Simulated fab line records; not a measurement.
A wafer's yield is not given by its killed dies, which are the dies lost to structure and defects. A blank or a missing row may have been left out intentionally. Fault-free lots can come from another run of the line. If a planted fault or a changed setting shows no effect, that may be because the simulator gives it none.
Matching of chambers :: flow n5Finfet :: N5_BEOL_M9_DEP_56 on pecvd-02 has 3 sister chambers
The step deposits SiCN from 3MS/NH3, target thk 15 nm, time 26.5 s. 3 wafers are shown with their chamber, then 7 later ones without.

== WAFERS PAIRED WITH THEIR CHAMBERS ==
wafer: L089.3
chamber: 0
showerheadPlenumPTorr (Torr): 3.658

wafer: L089.4
chamber: 1
showerheadPlenumPTorr (Torr): 3.662

wafer: L089.5
chamber: 2
showerheadPlenumPTorr (Torr): 3.680

== WAFERS WITH NO CHAMBER GIVEN ==
wafer: L089.6
showerheadPlenumPTorr (Torr): 3.668

wafer: L093.1
showerheadPlenumPTorr (Torr): 3.675

wafer: L093.2
showerheadPlenumPTorr (Torr): 3.664

wafer: L093.3
showerheadPlenumPTorr (Torr): 3.666

wafer: L093.4
showerheadPlenumPTorr (Torr): 3.665

wafer: L093.5
showerheadPlenumPTorr (Torr): 3.680

wafer: L093.6
showerheadPlenumPTorr (Torr): 3.674

== EACH ONE'S CHAMBER ==
wafer: L089.6
from the rows above: can't be placed: 1 or 0 or 2
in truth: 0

wafer: L093.1
from the rows above: can't be placed: 2 or 1
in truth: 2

wafer: L093.2
from the rows above: can't be placed: 1 or 0
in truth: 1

wafer: L093.3
from the rows above: can't be placed: 1 or 0
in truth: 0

wafer: L093.4
from the rows above: can't be placed: 1 or 0
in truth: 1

wafer: L093.5
from the rows above: 2
in truth: 2

wafer: L093.6
from the rows above: can't be placed: 2 or 1
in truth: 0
Correct placement for 1 of the 7. From these rows, 6 cannot be placed; in 5 the true chamber is one of the candidates. Wrongly placed: 0.
How it was worked out, from the rows above alone: a wafer's distance from a chamber is the root of the sum, over the readings, of the square of ((its reading less the chamber's mean) divided by the reading's scatter). If the next closest chamber is less than 2 further off than the closest, the wafer can't be placed; otherwise it belongs to the closest. A chamber's mean is the mean of its shown wafers. The scatter: with one shown wafer a chamber, the root of the mean of the squares of how far each hidden wafer lies from its nearest shown one.
